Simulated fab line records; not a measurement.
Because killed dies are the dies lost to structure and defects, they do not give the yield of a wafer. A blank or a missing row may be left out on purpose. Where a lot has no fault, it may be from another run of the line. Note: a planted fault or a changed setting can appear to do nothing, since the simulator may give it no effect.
Struck lot and sound lot, side by side ; flow nandHarc ; 14 steps out of a route of 1302
Sound: wafers L707.1, L707.5, L707.6. Wafers L717.5, L717.6 were the ones struck. The cause is named last.
Per side, at each step with rows, come the tool, then ch with its chambers, and then its first start. Under that, the readings that differ: sound wafers ; struck wafers ; difference of the means ; sigmas: that difference in standard deviations of wafers without a fault.
alike: readings with means less than 2 such deviations apart, plus words and numbers identical on both sides. not compared: withheld readings, readings lacking a value on some wafer, bounds such as >300 that could conceal the same value, and numbers that have no deviation in the record and whose values overlap.
Wherever a step has rows on one side only, a row that says differs or no value, or a row with sigmas, the two part there. Numbers that don't overlap but have no deviation are shown without sigmas and don't part them. Lack of a reading on every wafer of one side parts them only where that side has two or more wafers.

first, 7 steps without rows for these wafers: NHARC_A_BLC_COAT_03 (time 65 s); NHARC_A_BLC_COAT_04 (resist thk 90 nm); NHARC_A_BLC_SOFTBAKE_05 (time 55 s); NHARC_A_BLC_EBR_06; NHARC_A_BLC_EXPOSE_07 (exposes mask A BLC, target cd 100 nm); NHARC_A_BLC_PEB_08 (peb time 65 s); NHARC_A_BLC_DEVELOP_09 (develop time 35 s).
NHARC_A_BLC_CD_MEAS_10 targets a cd of 100 nm.
  sound on cdSem-02 ch 0, day 22 22:04; struck on cdSem-03 ch 0, day 26 12:21
  alike: cdNm
NHARC_A_BLC_OVL_MEAS_11:
  sound on overlay-01, day 22 22:08; struck on overlay-01, day 26 12:26
reading;sound;struck;difference;sigmas
overlayYNm (nm);-0.7 -0.9 -1.1;1.3 0.9;+2.0;+2
  alike: overlayXNm
NHARC_A_BLC_INSPECT_12:
  sound on defectInspect-02, day 22 22:11; struck on defectInspect-02, day 26 12:28
  alike: rawDefectCount
NHARC_A_BLC_DESCUM_15: chemistry O2, time 3 s.
  sound on rieDiel-01 ch 1,2, day 22 22:14; struck on rieDiel-12 ch 0,3, day 26 12:34
reading;sound;struck;difference;sigmas
showerheadPlenumPTorr (Torr);2.04 1.99 2.04;1.90 1.86;-0.14;-2
  alike: chamberPressureMTorr, drypumpMotorCurrentA, oesProductAu, rfVppV, throttleValvePct
  not compared: rfHoursCounterH
NHARC_A_BLC_ETCH_16: etches the open film in CF4, target depth 39 nm, time 65 s.
  sound on rieDiel-01 ch 0,1, day 22 22:20; struck on rieDiel-12 ch 0,1, day 26 12:38
reading;sound;struck;difference;sigmas
showerheadPlenumPTorr (Torr);1.88 1.88 1.69;1.72 1.67;-0.12;-2
  alike: chamberPressureMTorr, drypumpMotorCurrentA, oesProductAu, rfVppV, runLengthS, throttleValvePct
  not compared: rfHoursCounterH
NHARC_A_BLC_ETCH_17: etches the open film in N2/H2, target depth 390 nm, time 609.38 s.
  sound on rieDiel-01 ch 0,1,2, day 22 22:31; struck on rieDiel-12 ch 2,3, day 26 12:53
reading;sound;struck;difference;sigmas
runLengthS (s);630.0 631.0 630.4;505.5 505.5;-125.0;-99 or more
  alike: chamberPressureMTorr, drypumpMotorCurrentA, oesProductAu, rfVppV, showerheadPlenumPTorr, throttleValvePct
  not compared: rfHoursCounterH
NHARC_A_BLC_ETCH_18: etches the open film in C4F8/O2/Ar, target depth 910 nm.
  sound: rieDiel-01 ch 1,2; struck: rieDiel-12 ch 0,1
reading;sound;struck;difference;sigmas
rfVppV (V);986 982 986;974 971;-12;-2
  alike: chamberPressureMTorr, oesProductAu
  not compared: rfHoursCounterH

## WHERE THEY PART
Earliest at NHARC_A_BLC_OVL_MEAS_11; latest, in this record, at NHARC_A_BLC_ETCH_18.

WHY: what had been put in by the simulator
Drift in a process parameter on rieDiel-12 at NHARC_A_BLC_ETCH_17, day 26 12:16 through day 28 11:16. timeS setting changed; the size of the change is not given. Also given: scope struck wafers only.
